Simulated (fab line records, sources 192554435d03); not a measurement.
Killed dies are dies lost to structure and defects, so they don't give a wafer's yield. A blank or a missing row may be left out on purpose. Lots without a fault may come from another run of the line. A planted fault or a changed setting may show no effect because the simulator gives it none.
Split-lot experiment | flow n5_finfet | 7 lots, 21 wafers read, on a route of 1938 steps

THE SPLIT
At N5_PASSIVATION_AL_DEP_21 (deposits Al, target thk 2800 nm, time 170 s), the setting time_s was moved away from the recipe's 170 s on 3 of the 21 wafers read, by +7.2% to +14.9%. The other wafers ran this setting at the recipe's value.

The reading is taken at the split's own step.

THE READING
Al_of_PASSIVATION_AL_DEP_21.thk_nm (the simulator's own value, which no gauge read), in nm, at N5_PASSIVATION_AL_DEP_21 (deposits Al, target thk 2800 nm, time 170 s). The file gives no usual value for it. The 18 wafers here that ran the recipe average 2804 nm, standard deviation 32 nm.

wafer  | tool, chamber at the split | time_s as run, s | against the recipe | Al_of_PASSIVATION_AL_DEP_21.thk_nm, nm | against lot-mates on the recipe
L076.2 | pvd_sputter-01, -          | 195.3            | +14.9%             | 3155                                   | +409
L076.4 | pvd_sputter-01, -          | 170              | recipe             | 2755                                   | -
L076.6 | pvd_sputter-01, -          | 170              | recipe             | 2737                                   | -
L075.2 | pvd_sputter-01, -          | 170              | recipe             | 2848                                   | -
L075.5 | pvd_sputter-01, -          | 170              | recipe             | 2871                                   | -
L075.6 | pvd_sputter-01, -          | 170              | recipe             | 2858                                   | -
L084.3 | pvd_sputter-03, -          | 170              | recipe             | 2815                                   | -
L084.4 | pvd_sputter-03, -          | 170              | recipe             | 2809                                   | -
L084.5 | pvd_sputter-03, -          | 170              | recipe             | 2789                                   | -
L088.3 | pvd_sputter-02, -          | 170              | recipe             | 2785                                   | -
L088.4 | pvd_sputter-02, -          | 182.3            | +7.2%              | 2996                                   | +211
L088.5 | pvd_sputter-02, -          | 182.3            | +7.2%              | 2997                                   | +212
L091.3 | pvd_sputter-02, -          | 170              | recipe             | 2799                                   | -
L091.5 | pvd_sputter-02, -          | 170              | recipe             | 2800                                   | -
L091.6 | pvd_sputter-02, -          | 170              | recipe             | 2825                                   | -
L093.2 | pvd_sputter-02, -          | 170              | recipe             | 2811                                   | -
L093.3 | pvd_sputter-02, -          | 170              | recipe             | 2805                                   | -
L093.4 | pvd_sputter-02, -          | 170              | recipe             | 2793                                   | -
L095.2 | pvd_sputter-01, -          | 170              | recipe             | 2782                                   | -
L095.3 | pvd_sputter-01, -          | 170              | recipe             | 2791                                   | -
L095.5 | pvd_sputter-01, -          | 170              | recipe             | 2800                                   | -

THE FIT
A straight line over all 21 wafers: Al_of_PASSIVATION_AL_DEP_21.thk_nm changes by +24.5 nm for each +1% of time_s; r = +0.95; the points scatter about the line by 32 nm.
The same after taking each lot's own level away (the mean of its wafers on the recipe; 21 wafers): +28 nm for each +1%; r = +1.00; scatter 9.7 nm.
On that fit, the largest move of time_s shifts the reading by 4.2e+02 nm.
The lots' own levels span 2746.0 to 2859.0 nm, that is 3.5 times the standard deviation above.
So the lot-to-lot level changes the slope: the two fits differ.
Check: with one of the wafers moved furthest among these (+14.9%) left out of the fit, the line predicts +435 nm for it against its lot-mates. It came out at +409 nm against them.

THE FILE'S OWN FIT
Al_of_PASSIVATION_AL_DEP_21.thk_nm changes by +27.8 nm for each +1% of time_s, r = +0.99.
